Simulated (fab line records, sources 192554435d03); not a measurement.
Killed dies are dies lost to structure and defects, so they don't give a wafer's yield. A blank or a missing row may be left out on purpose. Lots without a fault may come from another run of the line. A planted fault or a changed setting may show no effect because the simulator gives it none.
A struck lot beside a sound one | flow n5_finfet | 37 steps out of a route of 1938
Sound: wafers L341.2, L341.5, L341.6. Struck: wafer L344.4. (L344.2, L344.6 of the same lot were not struck and are left out.) The cause comes at the end.
At each step with rows: each side's tool, then ch and its chambers, then its first start. Under that, the readings that differ: sound wafers | struck wafers | difference of the means | sigmas: that difference in standard deviations of wafers without a fault.
alike: readings whose means differ by less than 2 such deviations, and words and numbers that are the same on both sides. not compared: withheld readings, readings that some wafer has no value for, bounds like >300 that may hide the same value, and numbers for which the record gives no deviation and whose values overlap.
The two part at a step that has a row with sigmas, a row that says differs or no value, or rows on one side only. Numbers that don't overlap but have no deviation are shown without sigmas and don't part them. A reading that every wafer of one side lacks parts them only if that side has two wafers or more.

first, 10 steps without rows for these wafers: N5_DUMMY_GATE_ETCH_44 (etches poly-Si in HBr/O2, stops on SiO2, target depth 127.5 nm); N5_DUMMY_GATE_ETCH_42 (etches SiO2 in CHF3/O2, target depth 3.5 nm, time 31 s); N5_DUMMY_GATE_STRIP_48 (strips in N2/H2, time 20 s); N5_DUMMY_GATE_PRECLEAN_33 (cleans in dHF, time 10 s); N5_DUMMY_GATE_PRECLEAN_25 (cleans in O3/DIW, time 45 s); N5_DUMMY_GATE_PRECLEAN_51 (cleans in SC2, time 45 s); N5_DUMMY_GATE_SRD_26 (time 30 s); N5_DUMMY_GATE_UV_OZONE_45 (time 120 s); N5_SPACER0_ALD_07 (deposits SiNx, target thk 2 nm); N5_SPACER0_ALD_00 (deposits SiOCN, target thk 3.5 nm, pulse time 3 s, purge time 2 s).
N5_SPACER0_ALD_08: deposits SiNx, target thk 2 nm.
  sound on ald_sin-03 ch 0,1, day 4 08:17; struck on ald_sin-04 ch 0, day 5 00:07
  reading                                  | sound | struck | difference | sigmas
  model.SiNx_of_SPACER0_ALD_08.thk_nm (nm) | 2 2 2 | 1.2    | -0.8       |
  alike: heater_power_w
then, 18 steps without rows for these wafers: N5_SD_EPI_N_COAT_32 (time 60 s, resist thk 350 nm); N5_SD_EPI_N_COAT_33 (time 60 s, resist thk 35 nm); N5_SD_EPI_N_COAT_03 (resist thk 150 nm); N5_SD_EPI_N_EBR_05; N5_SD_EPI_N_SOFTBAKE_04 (time 60 s); N5_SD_EPI_N_EXPOSE_06 (exposes mask SD N BLK, target cd 120 nm); N5_SD_EPI_N_PEB_07 (peb time 60 s); N5_SD_EPI_N_DEVELOP_08 (develop time 30 s); N5_SD_EPI_N_DESCUM_14 (chemistry O2, time 7.9 s); N5_SD_EPI_N_ETCH_34 (etches SiARC in CF4, target depth 45.5 nm, time 75.8 s); N5_SD_EPI_N_ETCH_35 (etches SOC in N2/H2, overetch 108 nm, time 486 s); N5_SD_EPI_N_STRIP_36 (strips in N2/H2); N5_SD_EPI_N_ETCHBACK_44 (etches SiNx in CH3F/O2, stops on SiO2, target depth 14.5 nm); N5_SD_EPI_N_ETCH_45 (etches SiOCN in CH3F/O2, target depth 6 nm); N5_SD_EPI_N_ETCH_16 (etches SiO2 in CHF3/O2, target depth 5 nm); N5_SD_EPI_N_STRIP_47 (strips in CHF3/O2); N5_SD_EPI_N_SD_RECESS_17 (chemistry HBr/Cl2/O2, target depth 41 nm, time 23.7 s, bt time 3 s); N5_SD_EPI_N_STRIP_38 (strips in N2/H2).
N5_SD_EPI_N_WET_ETCH_43: etches SiO2 in dHF, time 14 s, target depth 1.5 nm.
  sound on wet_bench-02 ch 2,3,5, day 4 10:05; struck on wet_bench-02 ch 0, day 5 01:38
  reading                                  | sound       | struck | difference | sigmas
  model.SiNx_of_SPACER0_ALD_08.thk_nm (nm) | 1.6 1.6 1.6 | 0.8    | -0.8       |
then, 5 steps without rows for these wafers: N5_SD_EPI_N_STRIP_18 (strips in SPM, time 750 s); N5_SD_EPI_N_SRD_20 (time 30 s); N5_SD_EPI_N_PRECLEAN_48 (cleans in NF3:NH3, afs cycles 2, time 20 s, sublimation time 60 s); N5_SD_EPI_N_VAPOR_ETCH_50 (etches Si in HCl, time 54 s); N5_SD_EPI_N_EPI_21 (deposits Si:P, time 690 s).
-- the record jumps here: 5 days lie between the struck wafers' starts before and after (it left off in module SD_EPI_N and takes up again in module BEOL_M4, whose first step shown is number 1111 of the route) --
N5_BEOL_M4_RC_MEAS_101:
  sound on prober-01 ch 0, day 9 06:34; struck on prober-01 ch 0, day 10 09:43
  reading            | sound             | struck | difference | sigmas
  DIBL_N (mV/V)      | 37.8 35.0 35.7    | 42.2   | +6.0       | +4
  IOFF_N (nA/um)     | 0.187 0.163 0.162 | 0.245  | +0.074     | +3
  IOFF_N_85C (nA/um) | 3.5 3.1 3.1       | 4.6    | +1.4       | +3
  IOFF_P (nA/um)     | 0.20 0.22 0.19    | 0.34   | +0.14      | +4
  IOFF_P_85C (nA/um) | 3.5 3.6 3.3       | 5.6    | +2.1       | +5
  IOFF_P_LIN (nA/um) | 0.096 0.102 0.093 | 0.146  | +0.049     | +4
  ION_N (uA/um)      | 659 672 672       | 693    | +25        | +2
  ION_P (uA/um)      | 448 464 451       | 477    | +23        | +3
  REXT_N (ohm.um)    | 74.0 74.4 74.7    | 66.8   | -7.6       | -6
  REXT_P (ohm.um)    | 102.7 101.0 101.5 | 91.8   | -9.9       | -5
  SS_N (mV/dec)      | 72.3 71.6 71.3    | 72.9   | +1.2       | +2
  VT_P (mV)          | -252 -250 -251    | -240   | +11        | +4
  alike: DIBL_P, SS_P, VT_N, VT_P_LVT
-- the record jumps here: 4 days lie between the struck wafers' starts before and after (it left off in module BEOL_M4 and takes up again in module PASSIVATION, whose first step shown is number 1936 of the route) --
N5_PASSIVATION_PROBE_49:
  sound on prober-02, day 13 16:19; struck on prober-01, day 14 18:26
  reading                | sound    | struck | difference | sigmas
  killed_at_M4_up        | 11 10 20 | 26     | +12        | +2
  killed_open            | 59 67 57 | 95     | +34        | +2
  sort_bin_4_leakage (%) | 0 0 0    | 0.17   | +0.17      |
  alike: defect_limited_yield, killed_at_M0_to_M3, killed_at_contacts, killed_at_front_end, killed_at_other, killed_dies, killed_short, sort_bin_5_function, sort_bin_6_memory, sort_n_pass, sort_yield_pct

WHERE THEY PART
First at N5_BEOL_M4_RC_MEAS_101; last, within this record, at N5_PASSIVATION_PROBE_49.

WHY: what the simulator had put in
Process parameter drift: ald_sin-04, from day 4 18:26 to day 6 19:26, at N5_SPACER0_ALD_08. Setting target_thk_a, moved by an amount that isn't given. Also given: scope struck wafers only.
